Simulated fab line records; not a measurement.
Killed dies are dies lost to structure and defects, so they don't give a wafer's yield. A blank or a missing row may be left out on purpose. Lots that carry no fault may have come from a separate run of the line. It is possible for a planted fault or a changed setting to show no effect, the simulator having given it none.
Which tool was responsible? / flow nand_harc / 36 wafers from 12 lots sampled at 2 of the route's 1302 steps

WHAT THE GAUGES SHOWED, per wafer
NHARC_A_SOURCE_PLATE_THK_MEAS_06: measures by ellipsometry.
lot=L075; measured=day 8 00:22; on=film_metro-02; thk_nm (nm)=202.1 202.1 202.5
lot=L077; measured=day 9 03:22; on=film_metro-01; thk_nm (nm)=200.5 201.2 199.7
lot=L079; measured=day 9 22:50; on=film_metro-02; thk_nm (nm)=200.3 198.9 200.1
lot=L081; measured=day 10 09:03; on=film_metro-02; thk_nm (nm)=198.7 198.9 200.9
lot=L082; measured=day 11 05:19; on=film_metro-01; thk_nm (nm)=198.2 196.4 197.9
lot=L085; measured=day 12 10:04; on=film_metro-02; thk_nm (nm)=204.9 201.8 203.7
lot=L088; measured=day 13 17:09; on=film_metro-02; thk_nm (nm)=200.8 198.7 200.7
lot=L089; measured=day 14 02:50; on=film_metro-02; thk_nm (nm)=195.1 200.5 198.4
lot=L091; measured=day 14 19:20; on=film_metro-02; thk_nm (nm)=202.3 203.1 199.4
lot=L093; measured=day 15 19:16; on=film_metro-02; thk_nm (nm)=196.2 197.4 196.0
lot=L095; measured=day 16 17:47; on=film_metro-01; thk_nm (nm)=197.3 197.9 198.0
lot=L097; measured=day 17 04:59; on=film_metro-02; thk_nm (nm)=197.9 195.6 197.5

TOOL THAT RAN EACH LOT (tool first, then ch and the chambers of the sampled wafers, then the start)
lot=L075; NHARC_P_BONDPAD_ANNEAL_28=rtp_anneal-02 ch 0, day 7 00:38
lot=L077; NHARC_P_BONDPAD_ANNEAL_28=rtp_anneal-01 ch 0, day 8 03:20
lot=L079; NHARC_P_BONDPAD_ANNEAL_28=rtp_anneal-02 ch 0, day 8 22:46
lot=L081; NHARC_P_BONDPAD_ANNEAL_28=rtp_anneal-02 ch 0, day 9 11:45
lot=L082; NHARC_P_BONDPAD_ANNEAL_28=rtp_anneal-02 ch 0, day 10 06:43
lot=L085; NHARC_P_BONDPAD_ANNEAL_28=rtp_anneal-01 ch 0, day 11 11:07
lot=L088; NHARC_P_BONDPAD_ANNEAL_28=rtp_anneal-01 ch 0, day 12 17:32
lot=L089; NHARC_P_BONDPAD_ANNEAL_28=rtp_anneal-02 ch 0, day 13 00:44
lot=L091; NHARC_P_BONDPAD_ANNEAL_28=rtp_anneal-02 ch 0, day 13 19:46
lot=L093; NHARC_P_BONDPAD_ANNEAL_28=rtp_anneal-02 ch 0, day 14 20:22
lot=L095; NHARC_P_BONDPAD_ANNEAL_28=rtp_anneal-01 ch 0, day 15 17:45
lot=L097; NHARC_P_BONDPAD_ANNEAL_28=rtp_anneal-01 ch 0, day 16 04:43
- NHARC_P_BONDPAD_ANNEAL_28: time 90 s.

THE ANSWER, worked out from the rows above alone
Rule: the usual values come from the lots themselves. Put in order of their means at a reading, lots are off if they are a third of the lots or fewer, leave a main group of 4 or more, and stand apart from it by a gap of 3 or more times the standard deviation of the main group's means; of several such gaps the widest counts. A main group whose means are all the same, to the digits that the tables above print for the reading, isn't used. Also off: a lot with no number at a reading for which 4 or more lots have one. The other lots that the step has rows for count as sound.
No lot is off at any reading shown: from this, nothing can be told.

WHAT THE SIMULATOR PUT IN
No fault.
